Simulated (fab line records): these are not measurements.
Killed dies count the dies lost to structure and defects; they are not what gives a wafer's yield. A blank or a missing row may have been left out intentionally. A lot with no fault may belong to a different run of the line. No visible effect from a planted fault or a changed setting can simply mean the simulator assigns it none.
Struck lot and sound lot, side by side | flow nandHarc | 40 steps out of a route of 1302
Sound: wafers L980.1, L980.3, L980.4. Wafers L996.3, L996.4, L996.5 were the ones struck. The cause is named last.
Order at every step that has rows: each side's tool, ch and its chambers, its first start. Under that, the readings that differ: sound wafers | struck wafers | difference of the means | sigmas: that difference in standard deviations of wafers without a fault.
alike: words and numbers the same on both sides, and readings whose means are apart by under 2 such deviations; not compared: readings that were withheld, readings missing a value for some wafer, numbers with overlapping values and no deviation given by the record, and bounds like >300 which may hide the same value.
Wherever a step has rows on one side only, a row that says differs or no value, or a row with sigmas, the two part there. Numbers that have no deviation but don't overlap get no sigmas and don't part them. A reading missing from all wafers of one side parts the sides only when that side holds two or more wafers.

first, 4 steps without rows for these wafers: NHARC_A_CHANNEL_HOLE_D1_ETCH_44 (etches the open film in CF4/O2, target depth 140 nm, overetch 14 nm, time 77 s); NHARC_A_CHANNEL_HOLE_D1_STRIP_27 (strips in O2); NHARC_A_CHANNEL_HOLE_D1_PRECLEAN_28 (cleans in SC1); NHARC_A_CHANNEL_HOLE_D1_SRD_29.
NHARC_A_CHANNEL_HOLE_D1_CD_MEAS_30:
  sound on cdSem-01, day 10 18:06; struck on cdSem-03, day 17 15:32
  alike: cdNm
next, for these wafers, 1 step has no rows: NHARC_A_CHANNEL_HOLE_D1_XSEM_31.
NHARC_A_CHANNEL_HOLE_D1_INSPECT_40:
  sound on defectInspect-02, day 10 18:17; struck on defectInspect-02, day 17 15:43
  alike: rawDefectCount
then, 2 steps without rows for these wafers: NHARC_A_CHANNEL_FILL_D1_PRECLEAN_00 (cleans in SC1); NHARC_A_CHANNEL_FILL_D1_SRD_01.
NHARC_A_CHANNEL_FILL_D1_ALD_02: deposits SiO2, target thk 6 nm, pulse time 10 s, ald cycles 60.
  sound on aldHk-02 ch 0,1,2, day 10 18:35; struck on aldHk-04 ch 0,1, day 17 15:55
  alike: heaterPowerW, precursorPulseHeightRel
then, 1 step without rows for these wafers: NHARC_A_CHANNEL_FILL_D1_ALD_03 (deposits SiNx, target thk 6 nm, pulse time 60 s, ald cycles 58).
NHARC_A_CHANNEL_FILL_D1_ALD_14: deposits SiO2, target thk 2.5 nm, pulse time 10 s, ald cycles 25.
  sound on aldHk-03 ch 0,1,2, day 11 01:29; struck on aldHk-03 ch 0,1, day 17 22:58
  alike: heaterPowerW, precursorPulseHeightRel
NHARC_A_CHANNEL_FILL_D1_ALD_15: deposits SiNx, target thk 2 nm, pulse time 60 s, ald cycles 19.
  sound on aldSinBatch-02 ch 0, day 11 04:36; struck on aldSinBatch-01 ch 0, day 18 02:02
  alike: precursorPulseHeightRel
then, 5 steps without rows for these wafers: NHARC_A_CHANNEL_FILL_D1_ALD_16 (deposits SiO2, target thk 1.5 nm, pulse time 10 s, ald cycles 15); NHARC_A_CHANNEL_FILL_D1_ANNEAL_17 (time 1800 s); NHARC_A_CHANNEL_FILL_D1_CVD_18 (deposits poly-Si, target thk 3 nm); NHARC_A_CHANNEL_FILL_D1_ETCHBACK_19 (etches the open film in HBr/Cl2, target depth 5 nm, time 1.7 s); NHARC_A_CHANNEL_FILL_D1_ETCHBACK_20 (etches the open film in C4F8/O2/Ar, target depth 27 nm, time 13.5 s).
NHARC_A_CHANNEL_FILL_D1_STRIP_28: strips in O2, time 20 s.
  sound on rieDiel-01 ch 0,1,2, day 11 19:17; struck on rieDiel-01 ch 2,3, day 18 16:03
  alike: drypumpMotorCurrentA, oesProductAu, rfVppV, showerheadPlenumPTorr, throttleValvePct
  not compared: rfHoursCounterH
then, 4 steps without rows for these wafers: NHARC_A_CHANNEL_FILL_D1_PRECLEAN_21 (cleans in dHF, time 30 s); NHARC_A_CHANNEL_FILL_D1_SRD_23; NHARC_A_CHANNEL_FILL_D1_CVD_05 (deposits poly-Si, target thk 5 nm); NHARC_A_CHANNEL_FILL_D1_ANNEAL_22 (time 7200 s).
NHARC_A_CHANNEL_FILL_D1_THK_MEAS_06: measures by ellipsometry.
  sound on filmMetro-02, day 12 07:26; struck on filmMetro-01, day 19 03:46
  alike: thkNm
then, 1 step without rows for these wafers: NHARC_A_CHANNEL_FILL_D1_ALD_25 (deposits SiOx, target thk 60 nm, pulse time 10 s, ald cycles 600).
NHARC_A_CHANNEL_FILL_D1_ETCHBACK_08: etches the open film in C4F8, target depth 220 nm, time 110 s.
  sound: rieDiel-01 ch 0,1,3; struck: rieDiel-01 ch 2,3
  alike: oesProductAu, rfVppV
  not compared: rfHoursCounterH
then, 4 steps without rows for these wafers: NHARC_A_CHANNEL_FILL_D1_STRIP_29 (strips in O2, time 20 s); NHARC_A_CHANNEL_FILL_D1_PRECLEAN_30 (cleans in dHF, time 30 s); NHARC_A_CHANNEL_FILL_D1_SRD_31; NHARC_A_CHANNEL_FILL_D1_CVD_09 (deposits poly-Si, target thk 150 nm, time 3000 s).
NHARC_A_CHANNEL_FILL_D1_CMP_10: polishes, target thk 150 nm.
  sound on cmp-01 ch 0,1,2, day 12 18:52; struck on cmp-02 ch 1,3, day 19 15:07
  alike: motorCurrentA, timeToEndpointS
then, 8 steps without rows for these wafers: NHARC_A_CHANNEL_FILL_D1_SRD_12; NHARC_A_DECK1_JOINT_ETCHBACK_07 (etches the open film in HBr, target depth 105 nm, time 26.9 s); NHARC_A_DECK1_JOINT_ETCH_25 (etches SiO2 in dHF, target depth 0.5 nm); NHARC_A_DECK1_JOINT_ETCH_19 (etches poly-Si in TMAH, target depth 3 nm); NHARC_A_DECK1_JOINT_ETCH_18 (etches SiO2 in dHF, target depth 3 nm); NHARC_A_DECK1_JOINT_WET_08 (chemistry H3PO4, time 86 s); NHARC_A_DECK1_JOINT_ETCH_09 (etches SiO2 in dHF, target depth 5 nm); NHARC_A_DECK1_JOINT_WET_10 (chemistry H3PO4, time 86 s).
-- break in the record here, with 13 days between the starts of the struck wafers on either side (left off in module A_DECK1_JOINT, picked up again in module END, where the first step shown is number 1302 on the route) --
NHARC_END_SORT_01:
  only the struck wafers appear in the record here, on prober-02 ch 0 at day 33 00:33; the sound ones have no rows

== WHERE THEY PART ==
At NHARC_END_SORT_01 and nowhere else, as far as this record goes.

WHY: what the simulator had put in
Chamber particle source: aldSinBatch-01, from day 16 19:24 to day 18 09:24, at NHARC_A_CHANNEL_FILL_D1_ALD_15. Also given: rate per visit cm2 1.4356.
